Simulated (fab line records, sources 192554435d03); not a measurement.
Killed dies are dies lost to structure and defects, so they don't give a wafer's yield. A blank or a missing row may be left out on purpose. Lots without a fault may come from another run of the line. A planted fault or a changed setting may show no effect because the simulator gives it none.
fab line records | flow n5_finfet
record lots=9 wafers=27 last_day=18
route steps=1938 shown SPACER0@261 SD_EPI_N@281 SD_EPI_P@296 BEOL_M4@1111
lots that met no fault: from a run of the same line without faults
start_h: hours from the record's first day to the start of the lot's first wafer shown | wait_h: hours since the lot's step before | " the same as in the row above | L1.1+2: a row that stands for several wafers | - no value, or no start given | * or withheld: withheld | < > ~ a bound
route shown NAME@n: a module of which the file shows steps, and the number in the route of the first | usual: mean/standard deviation of fault-free wafers | same: alike in all rows | chamber/n: place in a boat | sites: the reading at each site | _std_site: their standard deviation | _edge_site: outer sites' mean less inner sites' | radius_mm: how far each site lies from the wafer's centre | mask NAME#n: copy n | behind: the tool/chamber that last shaped the wafer | hold: why the lot was held/for how many hours/how that ended | device: the transistor (n, p or np) that didn't switch | end of line: the same wafers' tests at the end of the route | a step without rows: its recipe alone | killed: dies lost to structure and defects at the first sort, not the wafer's yield | map: a wafer's dies, x killed, . not, _ none there
set.NAME: the setting as run; set.NAME@STEP: as run at that earlier step | model.NAME: the simulator's own value behind a step, which no gauge read
steps of the route over a sample of lots; a table a step, a row a wafer
services: from which hour (start_h, from the record's first day; less than 0 if before it) a tool's chamber was out of use, for how many hours, and why
## steps
# step N5_SPACER0_INSPECT_04
# recipe inspect_instrument=darkfield mode=post_dep
# usual raw_defect_count=131/28
# columns lot.wafer tool chamber start_h wait_h raw_defect_count
L828.1 defect_inspect-01 - 58.21 0.1 175
L828.4 " - " " 171
L828.6 " - " " 159
L829.4 defect_inspect-01 - 59.38 0.0 135
L829.5 " - " " 186
L829.6 " - " " 132
L834.1 defect_inspect-01 - 96.82 0.1 130
L834.2 " - " " 135
L834.6 " - " " 159
L837.1 defect_inspect-02 - 111.99 0.1 113
L837.2 " - " " 103
L837.5 " - " " 137
L840.2 defect_inspect-02 - 132.10 0.1 161
L840.4 " - " " 132
L840.6 " - " " 177
L842.1 defect_inspect-02 - 141.82 0.1 134
L842.3 " - " " 95
L842.6 " - " " 101
L843.2 defect_inspect-01 - 143.71 0.1 101
L843.3 " - " " 96
L843.5 " - " " 122
L849.3 defect_inspect-01 - 181.40 0.1 176
L849.5 " - " " 197
L849.6 " - " " 118
L850.1 defect_inspect-02 - 186.16 0.1 106
L850.3 " - " " 140
L850.4 " - " " 132
# step N5_SD_EPI_N_SD_RECESS_17
# recipe chemistry=HBr/Cl2/O2 target_depth_a=410 mask_material=SOC time_s=23.7 bt_time_s=3 pressure_mtorr=10 icp_w=800 bias_w=112 HBr_flow_sccm=150 Cl2_flow_sccm=80 O2_flow_sccm=12
# usual drypump_motor_current_A=5.6/0.49 oes_o_777_au=1.000/0.02 oes_product_au=1.002/0.019 throttle_valve_pct=36.9/0.45
# columns lot.wafer tool chamber start_h wait_h drypump_motor_current_A oes_o_777_au oes_product_au rf_hours_counter_h throttle_valve_pct
L828.1 rie_si-03 2 59.77 0.0 5.7 0.984 0.979 120 36.3
L828.4 " 3 " " 5.5 1.002 1.037 42 37.4
L828.6 " 2 " " 5.7 0.981 0.982 - 36.3
L829.4 rie_si-01 2 60.55 0.0 5.5 0.964 0.981 163 37.6
L829.5 " 1 " " 5.6 0.956 0.969 - 37.5
L829.6 " 0 " " 6.2 1.002 1.008 - 37.2
L834.1 rie_si-03 0 97.98 0.0 6.4 0.986 0.998 113 36.6
L834.2 " 2 " " 5.7 0.989 0.985 120 36.3
L834.6 " 0 " " 6.4 0.985 0.994 - 36.6
L837.1 rie_si-01 2 113.03 0.0 5.5 0.954 0.972 164 37.6
L837.2 " 3 " " 4.7 1.003 0.981 48 37.2
L837.5 " 1 " " 5.6 0.956 0.968 - 37.5
L840.2 rie_si-02 0 133.15 0.0 6.2 0.994 1.008 38 37.6
L840.4 " 2 " " 5.9 1.017 1.036 75 36.9
L840.6 " 0 " " 6.2 0.996 1.009 - 37.6
L842.1 rie_si-03 1 143.10 0.0 5.1 1.038 0.996 145 36.5
L842.3 " 3 " " 5.5 1.010 1.033 43 37.4
L842.6 " 0 " " 6.4 0.982 0.980 - 36.6
L843.2 rie_si-02 0 144.89 0.0 6.2 1.002 1.008 38 37.6
L843.3 " 3 " " 4.8 1.002 0.997 29 36.5
L843.5 " 1 " " 5.6 1.012 1.007 - 37.0
L849.3 rie_si-03 2 182.45 0.0 5.7 0.991 0.990 122 36.3
L849.5 " 1 " " 5.1 1.023 0.994 - 36.5
L849.6 " 0 " " 6.4 0.983 1.000 - 36.6
L850.1 rie_si-02 1 187.34 0.0 5.6 1.024 1.004 2 37.0
L850.3 " 0 " " 6.2 0.995 1.002 39 37.6
L850.4 " 2 " " 5.9 1.014 1.035 76 36.9
# step N5_SD_EPI_P_COAT_35
# recipe resist=SiARC temp_c=220 time_s=60 spin_rpm=1500 resist_thk_nm=35
# usual spin_speed_rpm=1499.7/0.96
# columns lot.wafer tool chamber start_h wait_h spin_speed_rpm
L828.1 litho_track-01 0 63.15 - 1501.2
L828.4 " 0 " " 1500.5
L828.6 " 0 " " 1500.7
L829.4 litho_track-05 0 63.84 - 1498.9
L829.5 " 0 " " 1498.5
L829.6 " 0 " " 1499.2
L834.1 litho_track-01 0 101.43 - 1500.3
L834.2 " 0 " " 1500.6
L834.6 " 0 " " 1499.4
L837.1 litho_track-02 0 116.33 - 1500.5
L837.2 " 0 " " 1499.7
L837.5 " 0 " " 1499.7
L840.2 litho_track-05 0 136.46 - 1499.2
L840.4 " 0 " " 1498.4
L840.6 " 0 " " 1498.7
L842.1 litho_track-01 0 146.39 - 1251.3
L842.3 " 0 " " 1249.3
L842.6 " 0 " " 1250.1
L843.2 litho_track-01 0 148.26 - 1249.2
L843.3 " 0 " " 1248.6
L843.5 " 0 " " 1250.1
L849.3 litho_track-02 0 186.57 - 1501.3
L849.5 " 0 " " 1498.3
L849.6 " 0 " " 1499.7
L850.1 litho_track-05 0 190.63 - 1500.8
L850.3 " 0 " " 1501.4
L850.4 " 0 " " 1502.6
# step N5_SD_EPI_P_ETCH_37
# recipe chemistry=N2/H2 target=SOC overetch_a=1080 mask_material=SiARC temp_c=40 ion_energy_ev=100 source_w=3000 bias_w=133 pressure_mtorr=20 time_s=486 n2_flow_sccm=200 h2_flow_sccm=200 ends=end_point
# usual drypump_motor_current_A=5.8/0.55 h2_flow_sccm=200.0/0.6 oes_product_au=0.68/0.068 rf_vpp_V=240.9/1.2 showerhead_plenum_p_Torr=2.56/0.081 throttle_valve_pct=23.78/0.29
# columns lot.wafer tool chamber start_h wait_h drypump_motor_current_A h2_flow_sccm oes_product_au rf_hours_counter_h rf_vpp_V showerhead_plenum_p_Torr throttle_valve_pct
L828.1 rie_diel-05 3 63.84 0.0 5.9 199.5 0.67 139 240.7 2.65 24.06
L828.4 " 2 " " 6.7 199.6 0.71 120 240.9 2.54 23.84
L828.6 " 3 " " 5.9 200.4 0.66 - 242.8 2.65 24.08
L829.4 rie_diel-02 0 64.52 0.0 5.2 199.8 0.66 195 242.3 2.61 23.27
L829.5 " 1 " " 6.3 200.3 0.77 - 242.8 2.61 23.62
L829.6 " 2 " " 5.9 199.9 0.65 - 237.1 2.40 23.48
L834.1 rie_diel-03 0 102.06 0.0 5.9 200.9 0.62 242 239.5 2.51 24.31
L834.2 " 2 " " 6.0 199.2 0.63 240 241.3 2.62 24.41
L834.6 " 3 " " 4.9 200.1 0.68 - 242.4 2.65 23.90
L837.1 rie_diel-02 3 116.90 0.0 6.2 199.1 0.63 210 242.1 2.65 23.94
L837.2 " 1 " " 6.3 199.7 0.76 45 240.9 2.61 23.64
L837.5 " 0 " " 5.2 200.1 0.65 - 240.7 2.60 23.27
L840.2 rie_diel-05 0 137.01 0.0 6.6 200.0 0.69 140 239.0 2.45 23.61
L840.4 " 3 " " 5.8 199.9 0.64 156 241.7 2.65 24.11
L840.6 " 0 " " 6.6 199.1 0.69 - 239.7 2.45 23.60
L842.1 rie_diel-03 2 146.80 0.0 6.0 200.9 0.61 255 242.1 2.61 24.41
L842.3 " 1 " " 5.3 201.0 0.66 164 242.1 2.51 24.05
L842.6 " 2 " " 6.0 201.6 0.62 - 242.5 2.61 24.40
L843.2 rie_diel-03 3 149.02 0.0 4.8 200.6 0.67 161 241.4 2.64 23.92
L843.3 " 2 " " 6.0 199.3 0.61 257 240.2 2.61 24.42
L843.5 " 1 " " 5.4 200.3 0.66 - 240.1 2.51 24.03
L849.3 rie_diel-03 2 187.12 0.0 6.0 200.8 0.88 5 241.9 2.61 23.97
L849.5 " 1 " " 5.3 199.2 0.66 - 239.7 2.50 24.06
L849.6 " 0 " " 5.9 199.7 0.84 - 240.5 2.50 23.72
L850.1 rie_diel-03 3 191.05 0.0 4.8 200.3 0.66 177 241.1 2.64 23.94
L850.3 " 0 " " 5.9 200.5 0.84 16 239.6 2.50 23.73
L850.4 " 1 " " 5.3 200.0 0.65 182 239.2 2.50 24.06
# step N5_BEOL_M4_RC_MEAS_101
# usual DIBL_N=36.4/2.7 DIBL_P=36/3.2 IOFF_N=0.16/0.046 IOFF_P=0.21/0.055 ION_N=677/15 ION_P=464/11 SS_N=71.5/0.79 SS_P=73.3/0.93 VT_N=250/4.1 VT_P=-251/4.4
# columns lot.wafer tool chamber start_h wait_h DIBL_N[mV/V] DIBL_P[mV/V] IOFF_N[nA/um] IOFF_P[nA/um] ION_N[uA/um] ION_P[uA/um] SS_N[mV/dec] SS_P[mV/dec] VT_N[mV] VT_P[mV]
L828.1 prober-02 0 166.53 0.0 37.0 35 0.16 0.21 680 467 71.0 73.8 249 -249
L828.4 " 0 " " 43.5 44 0.32 0.42 733 500 72.7 76.2 242 -240
L828.6 " 0 " " 39.5 38 0.22 0.29 692 479 71.5 73.5 244 -245
L829.4 prober-02 0 201.23 0.5 36.1 36 0.15 0.20 674 469 70.7 72.6 250 -248
L829.5 " 0 " " 37.3 37 0.18 0.23 681 471 71.8 74.1 247 -250
L829.6 " 0 " " 37.3 38 0.18 0.24 689 474 71.7 73.8 246 -248
L834.1 prober-01 0 232.56 0.0 32.3 32 0.10 0.15 669 465 70.9 71.4 255 -253
L834.2 " 0 " " 36.5 38 0.17 0.23 687 472 71.7 72.6 248 -250
L834.6 " 0 " " 33.2 33 0.11 0.16 665 458 70.6 71.4 251 -252
L837.1 prober-02 0 238.22 0.0 36.4 37 0.16 0.22 677 468 71.0 74.2 247 -248
L837.2 " 0 " " 37.7 38 0.19 0.23 709 480 71.3 73.8 243 -249
L837.5 " 0 " " 36.7 36 0.15 0.19 672 457 71.5 73.1 251 -252
L840.2 prober-01 0 263.50 0.2 34.6 35 0.13 0.16 667 461 71.4 72.8 254 -254
L840.4 " 0 " " 39.2 41 0.20 0.24 671 459 72.4 74.0 251 -249
L840.6 " 0 " " 42.8 45 0.29 0.35 698 474 73.4 75.4 245 -246
L843.2 prober-01 0 266.03 0.2 36.6 38 0.16 0.19 692 463 71.7 73.7 248 -253
L843.3 " 0 " " 40.7 43 0.25 0.26 694 461 72.5 74.8 247 -250
L843.5 " 0 " " 37.0 40 0.16 0.21 668 454 70.8 73.7 254 -254
L842.1 prober-01 0 275.16 0.0 34.2 34 0.13 0.17 651 447 71.6 73.1 251 -252
L842.3 " 0 " " 35.1 34 0.13 0.17 663 452 70.4 72.6 252 -252
L842.6 " 0 " " 39.3 39 0.24 0.25 680 458 72.6 73.8 247 -247
L849.3 prober-02 0 319.36 0.3 40.0 38 0.21 0.22 677 457 72.4 73.5 249 -253
L849.5 " 0 " " 36.7 34 0.14 0.16 659 448 71.2 72.5 253 -257
L849.6 " 0 " " 41.0 40 0.23 0.25 689 467 72.3 74.2 247 -252
L850.1 prober-01 0 319.44 0.0 28.6 29 0.06 0.09 633 435 70.3 70.7 264 -265
L850.3 " 0 " " 32.5 32 0.11 0.12 658 440 71.0 71.9 256 -259
L850.4 " 0 " " 32.1 33 0.11 0.13 677 462 70.6 71.7 253 -259
## services
# columns tool chamber start_h hours kind
rie_si-02 1 45.69 - clean
rie_si-02 1 45.69 23.9 scheduled_down
rie_si-02 1 45.69 23.9 vent_cycle
rie_diel-03 3 60.59 9.6 repair
rie_si-01 0 63.89 7.6 repair
rie_diel-02 0 83.16 3.2 repair
rie_si-02 2 100.50 7.3 repair
rie_si-03 0 117.93 4.8 repair
rie_diel-05 3 120.53 12.2 repair
rie_diel-05 0 130.14 5.3 repair
rie_diel-03 0 130.43 - clean
rie_diel-03 0 130.43 - consumable_replace:focus_ring
rie_diel-03 0 130.43 18.5 scheduled_down
rie_diel-03 0 130.43 18.5 vent_cycle
litho_track-01 - 143.14 - consumable_replace:filter
rie_diel-02 - 145.77 0.3 repair
rie_si-02 0 148.94 4.1 repair
rie_diel-03 2 149.60 - clean
rie_diel-03 2 149.60 - consumable_replace:focus_ring
rie_si-02 3 183.08 3.6 repair
## key
first_sign step=N5_SD_EPI_P_COAT_35 reading=spin_speed_rpm direction=down sigmas=99+ usual=* struck=*
effect none on later readings
met_at N5_SD_EPI_P_COAT_35
struck_lots L842,L843
not_acting_at N5_SPACER0_INSPECT_04,N5_SD_EPI_N_SD_RECESS_17,N5_SD_EPI_P_ETCH_37
onset_between 101.43 146.39
fault kind=process_parameter_drift tool=litho_track-01 chamber=- onset_h=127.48 steps=N5_SD_EPI_P_COAT_35 channel=spin_rpm offset=* shape=step end_h=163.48 acts_in=* stated=*
